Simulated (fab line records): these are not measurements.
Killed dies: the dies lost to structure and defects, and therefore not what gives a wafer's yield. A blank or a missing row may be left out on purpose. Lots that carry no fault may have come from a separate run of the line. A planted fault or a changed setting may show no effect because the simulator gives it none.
fab line records | flow n5_finfet
record: lots: 5 | wafers: 15 | last_day: 16
route steps=1938 shown SD_EPI_P@326 SD_ACTIVATION@330 ILD0@335 SDB@347 PASSIVATION@1936
lots untouched by any fault: they come from a run of this same line in which no faults occurred
start_h: the number of hours between the record's first day and the start of the first shown wafer of the lot | wait_h: hours elapsed since this lot's preceding step | " unchanged from the row above | L1.1+2: a single row standing in for several wafers | - no value, or no start was given | * or withheld: withheld | < > ~ a bound
route shown NAME@n: a module of which the file shows steps, and the number in the route of the first | usual: the fault-free wafers' mean and standard deviation | same: alike in all rows | chamber/n: place in a boat | sites: the reading at each site | _std_site: the values' standard deviation | _edge_site: outer sites' mean less inner sites' | radius_mm: how far each site lies from the wafer's centre | mask NAME#n: copy n | behind: the tool/chamber that last shaped the wafer | hold: cause of the lot's hold/its duration in hours/its outcome | device: names the non-switching transistor (n, p or np) | end of line: the route-end tests of the same wafers | where a step has no rows: the recipe by itself | killed: dies lost to structure and defects at the first sort, not the wafer's yield | map: a wafer's dies, marking killed ones x, the rest . and places with no die _
set.NAME: setting as actually run; set.NAME@STEP: the setting as run at that earlier step | model.NAME: the simulator's own value behind a step, which no gauge read
a table for each step, a row for each wafer; lots at some steps of the route
services: from which hour (start_h, from the record's first day; less than 0 if before it) a tool's chamber was out of use, for how many hours, and why
== steps ==
step: N5_SD_EPI_P_PRECLEAN_32
recipe: chemistry: dHF | time_s: 10 | dilution: 500:1 | temp_c: 25
step: N5_SD_EPI_P_PRECLEAN_33
recipe: chemistry: SC2 | time_s: 45 | temp_c: 35 | mix: 1:1:50
step: N5_SD_EPI_P_SRD_25
recipe: time_s: 30 | temp_c: 23 | rinse_liquid: diw | dry: ipa_marangoni
step: N5_SD_ACTIVATION_RTA_00
recipe: temp_c: 975 | time_s: 0 | ambient: N2 | idle_temp_c: 600 | ramp_up_c_per_s: 150 | ramp_down_c_per_s: 60 | cool_to_c: 600
step: N5_SD_ACTIVATION_LSA_01
recipe: temp_c: 1080 | time_s: 0.0008 | ambient: N2
step: N5_ILD0_LINER_00
recipe: material: SiNx | target_thk_a: 40 | temp_c: 400 | ald_precursor_family: SiH2I2 | ald_co_reactant: N2/H2-plasma | pulse_time_s: 1 | purge_time_s: 2 | co_reactant_purge_time_s: 2 | ald_cycles: 80 | pressure_torr: 2
step: N5_ILD0_FCVD_FILL_01
recipe: material: SiO2_flowable | target_thk_a: 2000 | temp_c: 100 | pressure_torr: 0.8 | rf_w: 2000 | time_s: 328.3
step: N5_ILD0_CURE_02
recipe: temp_c: 450 | time_s: 1800 | ambient: steam | idle_temp_c: 400 | ramp_up_c_per_min: 5 | ramp_down_c_per_min: 3 | densification_p_h2o_torr: 640
step: N5_ILD0_CMP_03
recipe: stop_on: SiNx | t_overpolish_s: 1.9 | post_cmp_clean: alkaline_brush | down_force_psi: 4.1491 | platen_rpm: 51.796 | pad_velocity_m_s: 1.0306 | target_thk_nm: 197.38
usual: motor_current_A: 12.7/1 | overpolish_run_s: 1.900/0.0085 | slurry_filter_dp_kPa: 13.49/0.15 | time_to_endpoint_s: 72/5.5
lot.wafer | tool   | chamber | start_h | wait_h | motor_current_A | overpolish_run_s | slurry_filter_dp_kPa | time_to_endpoint_s
L450.1    | cmp-01 | 3       | 81.63   | 0.1    | 12.2            | 1.910            | 13.40                | 72
L450.3    | "      | 0       | "       | "      | 14.0            | 1.887            | 13.47                | 71
L450.6    | "      | 3       | "       | "      | 12.8            | 1.911            | 13.58                | 72
L454.3    | cmp-01 | 3       | 105.88  | 0.1    | 11.9            | 1.916            | 13.49                | 73
L454.4    | "      | 0       | "       | "      | 13.9            | 1.901            | 13.42                | 78
L454.6    | "      | 3       | "       | "      | 11.8            | 1.908            | 13.56                | 74
L458.1    | cmp-01 | 2       | 137.32  | 0.1    | 12.7            | 1.906            | 13.42                | 77
L458.2    | "      | 3       | "       | "      | 12.9            | 1.887            | 13.44                | 76
L458.5    | "      | 2       | "       | "      | 12.8            | 1.893            | 13.57                | 79
L460.1    | cmp-01 | 0       | 140.10  | 0.0    | 13.1            | 1.898            | 13.67                | 82
L460.4    | "      | 1       | "       | "      | 11.9            | 1.908            | 13.34                | 82
L460.2    | "      | 3       | "       | "      | 12.1            | 1.903            | 13.30                | 79
L462.4    | cmp-01 | 0       | 152.13  | 0.1    | 13.4            | 1.893            | 13.69                | 75
L462.2    | "      | 1       | "       | "      | 12.5            | 1.894            | 13.41                | 74
L462.1    | "      | 2       | "       | "      | 13.5            | 1.916            | 13.40                | 77
step: N5_ILD0_CMP_07
recipe: stop_on: poly-Si | material: SiO2_flowable | t_overpolish_s: 1.18 | post_cmp_clean: alkaline_brush | down_force_psi: 4.1491 | platen_rpm: 51.796 | pad_velocity_m_s: 1.0306 | target_thk_nm: 138.88
step: N5_ILD0_PRECLEAN_10
recipe: chemistry: NF3:NH3 | afs_cycles: 5 | time_s: 20 | temp_c: 30 | sublimation_temp_c: 180 | sublimation_time_s: 60 | pressure_torr: 3 | rf_power_w: 30
step: N5_ILD0_ALD_15
recipe: material: SiNx | target_thk_a: 240 | temp_c: 400 | ald_precursor_family: SiH2I2 | ald_co_reactant: N2/H2-plasma | pulse_time_s: 1 | ald_cycles: 480 | purge_time_s: 2 | co_reactant_purge_time_s: 2 | pressure_torr: 2
step: N5_ILD0_CMP_12
recipe: stop_on: poly-Si | material: SiNx | t_overpolish_s: 6 | post_cmp_clean: alkaline_brush | down_force_psi: 2.5 | platen_rpm: 51.8 | pad_velocity_m_s: 1.0307 | target_thk_nm: 17.67
step: N5_SDB_HM_DEP_00
recipe: material: SiNx | target_thk_a: 400 | temp_c: 400 | precursor: SiH4/NH3/N2 | pressure_torr: 1.5 | rf_w: 300 | time_s: 35.3
step: N5_SDB_COAT_03
recipe: resist: SOC | temp_c: 250 | time_s: 60 | spin_rpm: 1500 | resist_thk_nm: 100
step: N5_SDB_COAT_04
recipe: resist: SiARC | temp_c: 220 | time_s: 60 | spin_rpm: 1500 | resist_thk_nm: 18
step: N5_SDB_COAT_05
recipe: resist: CAR-ArF | spin_rpm: 1500 | resist_thk_nm: 90
step: N5_SDB_EBR_07
recipe: solvent: PGMEA | ebr_width_mm: 1.5
step: N5_SDB_SOFTBAKE_06
recipe: temp_c: 110 | time_s: 60 | resist: CAR-ArF
step: N5_SDB_EXPOSE_08
recipe: mask_id: SDB | na: 1.35 | source_shape: conventional | sigma_outer: 0.5 | polarization: unpolarized | dose_mj: 49.6
step: N5_SDB_PEB_09
recipe: peb_temp_c: withheld | peb_time_s: 60 | resist: CAR-ArF
step: N5_SDB_DEVELOP_10
recipe: develop_time_s: 30 | developer: TMAH | resist: CAR-ArF | rinse_liquid: diw | dry: air_spin | dev_temp_c: 23
step: N5_SDB_DESCUM_16
recipe: chemistry: O2 | time_s: 7.9 | source_power_w: 50 | bias_power_w: 20 | pressure_mtorr: 20 | rf_frequency_hz: 2.712e+07 | temp_c: 40 | resist: CAR-ArF | o2_flow_sccm: 225
step: N5_SDB_ETCH_17
recipe: chemistry: CF4 | target: SiARC | target_depth_a: 234 | mask_material: CAR-ArF | time_s: 39 | ion_energy_ev: 80 | pressure_mtorr: 40 | source_w: 545 | bias_w: 36 | Ar_flow_sccm: 100 | cf4_flow_sccm: 100 | ends: cleared
step: N5_SDB_ETCH_18
recipe: chemistry: N2/H2 | target: SOC | target_depth_a: 1000 | overetch_a: 200 | mask_material: SiARC | temp_c: 40 | time_s: 150 | ion_energy_ev: 200 | pressure_mtorr: 30 | source_w: 840 | bias_w: 150 | n2_flow_sccm: 200 | h2_flow_sccm: 200
step: N5_SDB_STRIP_19
recipe: chemistry: N2/H2 | temp_c: 40 | n2_flow_sccm: 200 | h2_flow_sccm: 200 | rf_frequency_hz: 6e+07
step: N5_SDB_STRIP_21
recipe: chemistry: CF4 | resist: SiARC | power_w: 300 | bias_power_w: 75 | pressure_mtorr: 50 | cf4_flow_sccm: 150 | rf_frequency_hz: 6e+07
step: N5_SDB_HM_OPEN_20
recipe: chemistry: CH3F/O2 | target: SiNx | mask_material: SOC | target_depth_a: 240 | stop_on: poly-Si | over_etch_frac: 0.4 | ion_energy_ev: 120 | pressure_mtorr: 30 | source_w: 395 | bias_w: 73 | Ar_flow_sccm: 150 | CH3F_flow_sccm: 30 | O2_flow_sccm: 20
step: N5_SDB_STRIP_22
recipe: chemistry: N2/H2 | power_w: 1000 | temp_c: 250 | h2_frac: 0.65 | overash_fraction: 0.3 | pressure_mtorr: withheld | n2_flow_sccm: 1750 | h2_flow_sccm: 3250
step: N5_SDB_PRECLEAN_23
recipe: chemistry: dHF | time_s: 30 | temp_c: 25 | dilution: withheld
step: N5_SDB_DUMMY_REMOVE_24
recipe: chemistry: TMAH | temp_c: 70 | target: poly-Si | stop_on: SiO2 | target_depth_nm: 142 | conc_wt_pct: 5 | time_s: 57 | dry: ipa_marangoni | rinse_time_s: 30 | rinse_temp_c: 23
step: N5_PASSIVATION_PROBE_49
usual: defect_limited_yield: 90.9/1.3 | killed_at_M0_to_M3: 35/10 | killed_at_M4_up: 15/5.7 | killed_at_contacts: 14/6.4 | killed_at_front_end: 40/11 | killed_at_other: 4/3.1 | killed_dies: 108/16 | killed_on_rim: 14/3.6 | killed_open: 71/11 | killed_short: 34/7.7 | sort_bin_5_function: 5.4/0.9 | sort_bin_6_memory: 3.4/0.61 | sort_n_pass: 1072/16 | sort_yield_pct: 90.9/1.3
same: gross_dies: 1180 | killed_at_back_side: 0 | sort_bin_4_leakage[%]: 0 | sort_bin_8_speed[%]: 0
lot.wafer | tool      | chamber | start_h | wait_h | defect_limited_yield[%] | killed_at_M0_to_M3 | killed_at_M4_up | killed_at_contacts | killed_at_front_end | killed_at_other | killed_dies | killed_on_rim | killed_open | killed_short | sort_bin_5_function[%] | sort_bin_6_memory[%] | sort_n_pass | sort_yield_pct[%]
L450.1    | prober-02 | -       | 298.65  | 0.0    | 91.2                    | 24                 | 17              | 11                 | 42                  | 10              | 104         | 22            | 64          | 38           | 5.3                    | 3.6                  | 1076        | 91.2
L450.3    | prober-02 | -       | 298.75  | 0.1    | 90.4                    | 39                 | 25              | 17                 | 25                  | 7               | 113         | 17            | 79          | 34           | 6.1                    | 3.3                  | 1067        | 90.4
L450.6    | prober-02 | -       | 298.90  | 0.3    | 91.2                    | 34                 | 28              | 11                 | 22                  | 9               | 104         | 9             | 67          | 33           | 5.3                    | 3.0                  | 1076        | 91.2
L460.1    | prober-01 | -       | 364.16  | 0.0    | 66.4                    | 39                 | 13              | 10                 | 335                 | 0               | 397         | 57            | 65          | 29           | 21.3                   | 10.0                 | 783         | 66.4
L460.2    | prober-01 | -       | 364.21  | 0.1    | 68.5                    | 23                 | 12              | 4                  | 326                 | 7               | 372         | 46            | 49          | 34           | 19.1                   | 10.8                 | 808         | 68.5
L460.4    | prober-01 | -       | 364.31  | 0.2    | 69.1                    | 32                 | 8               | 7                  | 313                 | 5               | 365         | 46            | 65          | 23           | 18.6                   | 10.8                 | 815         | 69.1
L458.1    | prober-02 | -       | 370.53  | 0.0    | 67.0                    | 21                 | 13              | 18                 | 330                 | 7               | 389         | 46            | 78          | 35           | 19.8                   | 11.3                 | 791         | 67.0
L458.2    | prober-02 | -       | 370.58  | 0.1    | 65.3                    | 35                 | 10              | 13                 | 349                 | 2               | 409         | 53            | 68          | 26           | 21.8                   | 10.9                 | 771         | 65.3
L458.5    | prober-02 | -       | 370.73  | 0.2    | 69.6                    | 27                 | 4               | 7                  | 316                 | 5               | 359         | 54            | 55          | 20           | 19.7                   | 9.8                  | 821         | 69.6
L462.1    | prober-01 | -       | 375.05  | 0.0    | 70.5                    | 36                 | 3               | 9                  | 298                 | 2               | 348         | 49            | 49          | 15           | 17.7                   | 10.2                 | 832         | 70.5
L462.2    | prober-01 | -       | 375.10  | 0.1    | 67.3                    | 27                 | 9               | 5                  | 342                 | 3               | 386         | 49            | 47          | 28           | 18.5                   | 12.0                 | 794         | 67.3
L462.4    | prober-01 | -       | 375.20  | 0.2    | 68.9                    | 28                 | 8               | 8                  | 321                 | 2               | 367         | 45            | 55          | 20           | 18.6                   | 11.2                 | 813         | 68.9
killed by level:class
L450.1 FIN_SAQP:geometric_particle:open=11 FIN_SAQP:geometric_particle:short=10 BEOL_M3:geometric_particle:open=8 MOL_CONTACT_COAG:geometric_particle:open=7 BEOL_M1:geometric_particle:open=6 STARTING-WAFER:geometric_particle:open=5 BEOL_M2:geometric_particle:open=4 MOL_CONTACT_COAG:geometric_particle:short=4
L450.3 MOL_CONTACT_COAG:geometric_particle:open=17 BEOL_M0_SAQP:geometric_particle:open=8 BEOL_M4:geometric_particle:open=8 BEOL_M2:geometric_particle:open=7 BEOL_M3:geometric_particle:open=6 BEOL_M0_SAQP:geometric_particle:short=5 BEOL_M1:geometric_particle:open=5 FIN_SAQP:geometric_particle:open=4
L450.6 BEOL_M4:geometric_particle:open=14 BEOL_M3:geometric_particle:open=13 MOL_CONTACT_COAG:geometric_particle:open=9 FIN_SAQP:geometric_particle:short=6 BEOL_M0_SAQP:geometric_particle:short=6 BEOL_M0_SAQP:geometric_particle:open=5 BEOL_M1:geometric_particle:open=5 BEOL_M4:geometric_particle:short=5
L460.1 ILD0:unspecified=298 BEOL_M0_SAQP:geometric_particle:open=19 FIN_SAQP:geometric_particle:open=11 BEOL_M0_SAQP:geometric_particle:short=10 MOL_CONTACT_COAG:geometric_particle:open=7 BEOL_M4:geometric_particle:open=6 STI_FIN_REVEAL:geometric_particle:open=5 HKMG_FIN:area_etch=5
L460.2 ILD0:unspecified=289 FIN_SAQP:geometric_particle:short=10 FIN_SAQP:geometric_particle:open=7 BEOL_M0_SAQP:geometric_particle:open=7 BEOL_M3:geometric_particle:open=5 SPACER0:geometric_particle:short=4 MOL_CONTACT_COAG:geometric_particle:open=4 BEOL_M4:geometric_particle:open=4
L460.4 ILD0:unspecified=277 STI_FIN_REVEAL:geometric_particle:open=10 BEOL_M3:geometric_particle:open=9 BEOL_M2:geometric_particle:open=8 FIN_SAQP:geometric_particle:open=7 BEOL_M0_SAQP:geometric_particle:open=5 FIN_SAQP:geometric_particle:short=4 GATE_CUT:geometric_particle:short=4
L458.1 ILD0:unspecified=275 FIN_SAQP:geometric_particle:open=16 MOL_CONTACT_COAG:geometric_particle:open=14 STI_FIN_REVEAL:geometric_particle:open=11 FIN_SAQP:geometric_particle:short=7 BEOL_M3:geometric_particle:short=7 BEOL_M4:geometric_particle:open=6 MOL_CONTACT_COAG:geometric_particle:short=4
L458.2 ILD0:unspecified=315 MOL_CONTACT_COAG:geometric_particle:open=12 BEOL_M0_SAQP:geometric_particle:open=9 FIN_SAQP:geometric_particle:open=8 STI_FIN_REVEAL:geometric_particle:open=8 FIN_SAQP:geometric_particle:short=6 BEOL_M0_SAQP:geometric_particle:short=6 BEOL_M3:geometric_particle:open=6
L458.5 ILD0:unspecified=281 STI_FIN_REVEAL:geometric_particle:open=13 BEOL_M3:geometric_particle:open=10 MOL_CONTACT_COAG:geometric_particle:open=7 FIN_SAQP:geometric_particle:short=6 BEOL_M2:geometric_particle:open=4 STARTING-WAFER:geometric_particle:open=4 FIN_SAQP:geometric_particle:open=3
L462.1 ILD0:unspecified=281 BEOL_M3:geometric_particle:open=12 BEOL_M2:geometric_particle:open=9 BEOL_M1:geometric_particle:open=8 MOL_CONTACT_COAG:geometric_particle:open=5 MOL_CONTACT_COAG:geometric_particle:short=3 STARTING-WAFER:geometric_particle:short=3 FIN_SAQP:geometric_particle:open=2
L462.2 ILD0:unspecified=310 BEOL_M0_SAQP:geometric_particle:short=7 FIN_SAQP:geometric_particle:open=6 STI_FIN_REVEAL:geometric_particle:open=6 BEOL_M0_SAQP:geometric_particle:open=6 MOL_CONTACT_COAG:geometric_particle:open=5 BEOL_M3:geometric_particle:open=5 BEOL_M2:geometric_particle:open=4
L462.4 ILD0:unspecified=291 DUMMY_GATE:geometric_particle:open=8 BEOL_M3:geometric_particle:open=8 MOL_CONTACT_COAG:geometric_particle:open=7 BEOL_M1:geometric_particle:open=7 FIN_SAQP:geometric_particle:open=5 BEOL_M0_SAQP:geometric_particle:open=5 FIN_SAQP:geometric_particle:short=4
map L458.2 (x killed, . not)
_________________x..xx..xxx..________________
______________....x...x..x.x.xx._____________
___________..x...xxxx.x...x...x...x__________
__________x.xxx..xxxx......x.x.x.xxx_________
________...x...x.x.....x........x....._______
_______xx.xxx.x....x...x.....xx.x....xx______
______....x....xxx.x.x.x..x.xx.x...xx..x_____
_____x..x.....x........x......xx.........____
____.x..xx.x..x.xxxx.xx.x.......x....xx..x___
___..xx......xxx.....xxx..x.xx.x..x..xx..x.__
___.x..x.x.xx.x...x.....x...x.......xx.....__
__.x..x.....x.....x.....xxx.x.xxx......xx.x._
__.x.........x.x.....x....xx.xx.......xxx.x._
_x.x.x.....x...xx.x.....x.x.x.....x......x..x
_x..x.x.x..x.xxx.xx.....x.x....x.xx...x......
_xxx.x....x...x.x.....x......xxxx...xxx.xx...
_.x.xx.x.x......xxx.x...x....x.x.x.x.xx..xxx.
_...x.xxxxx.x...x..xxx.....x.x.....x.....xx..
_.xx.......xx....x....xxxxx......xxx......x..
_..x..x..x..x...x...x.x....x..xxxxx..x.x.x...
_......xx..x...xxxxx.xx.x....x.xx...x.x.x..xx
__...xx.x..xx....xx.....x.xxx..xx...xx....x._
__....xx.........x...xx.xx.......xx....x...._
___.xx.......xx......x.xx...x.x..x..xx.x..x__
___.x....x.....x..x...x....x.......xx..xxx.__
____x.x..x...x...x...x.x.x..x.x..xx.x.x.x.___
_____..x.x..x.......x..xx..x...x......xx.____
______...x........xx.x......x.xx...xx.x._____
_______...xxxxx..x..x...x...x......x..x______
________x.x.x....xx........xxxx..x..x._______
__________.....x.xxx....xxx.x.....x._________
___________..x......x.x...xx..x.x..__________
______________.....x..x.xx..xx.._____________
_________________x.xxxx..x..x________________
map L460.1 (x killed, . not)
_________________x....x.x..x.________________
______________.x....x.x.xxx.xx.._____________
___________..x..xxx.x....x..x.....x__________
__________....xx....x.x...x.x.xxx..._________
________....x...x..x.....xx....xx..xxx_______
_______xxxx.x..x..x...x...xx...x..xxx..______
______..............x...x..x....x.x.x.xx_____
_____..x.......x....x..xx.x..xx..x.xx..x.____
____..x..x..x...xx..xx.x.x..xx.x..x....xx.___
___x..x...x...xx........x......x.x.....xx..__
___x.....x.xx......xx.x.....xxxx....xx.xx.x__
__x...x.x..x..x....xxx..x..x........xx...xx._
__...x..x.xx.......xx...xxxxxx.x.xx.x.xx.x.x_
_.....x.x.........x......xxxx....x....x..x..x
_..x.....x..x..xxx....x..xx.xxx..x.xx.x...x..
_x.x..xx...x.x..xxx.x....xxxxx..x.....x..xx..
_.....x....x.x......x..xx..xxx...xx......xx..
_xxx.x..............x.x.xx.............xx..x.
_.x..xx.......x........xx...x...............x
_x....xx...x...x..x.....x......x..x..x...xx..
_x.....x..x..xx........x.....xxx.xx......xxx.
__......x....xx..xxxx....x...xx...x......x.x_
__x..x..x....x.xx.xxx..xx.x...xxx.x.xxxx.x.x_
___.xxx...xx...x...x...xx...x....x..x......__
___x.xx.....xx.x...x....x.xx..xxxx.xx.x.x..__
____xx.x..x.......x..x...x.....xxxx.x.x...___
_____x..x.x.xx......xx...xx.xxx....xxx..x____
______x........xx....x....x.x......x.xx._____
_______...x.x.x....x....x.x....x......x______
________.xxx..xx..x.....x....xx..x...x_______
__________x...x...xx.........xx....._________
___________x.....x..x...x..........__________
______________.x..x.....x...xxxx_____________
_________________x....x.x.xx.________________
== services ==
tool   | chamber | start_h | hours | kind
cmp-01 | -       | 144.48  | 7.2   | repair
== key ==
first_sign: step: N5_PASSIVATION_PROBE_49 | reading: killed_at_front_end | direction: up | sigmas: 25 | usual: 40 | struck: 326
effect: step: N5_PASSIVATION_PROBE_49 | reading: killed_dies | direction: up | sigmas: 17 | usual: 108 | struck: 377
more_kills_born_at: N5_ILD0_CMP_03@cmp-01: 2617
met_at N5_ILD0_CMP_03
struck_wafers L458.1,L458.2,L458.5,L460.1,L460.2,L460.4,L462.1,L462.2,L462.4
onset_between 105.88 137.32
also_fits time
fault: kind: chamber_particle_source | tool: cmp-01 | chamber: - | onset_h: 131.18 | steps: N5_ILD0_CMP_03 | rate_per_visit_cm2: 0.55775 | end_h: 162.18
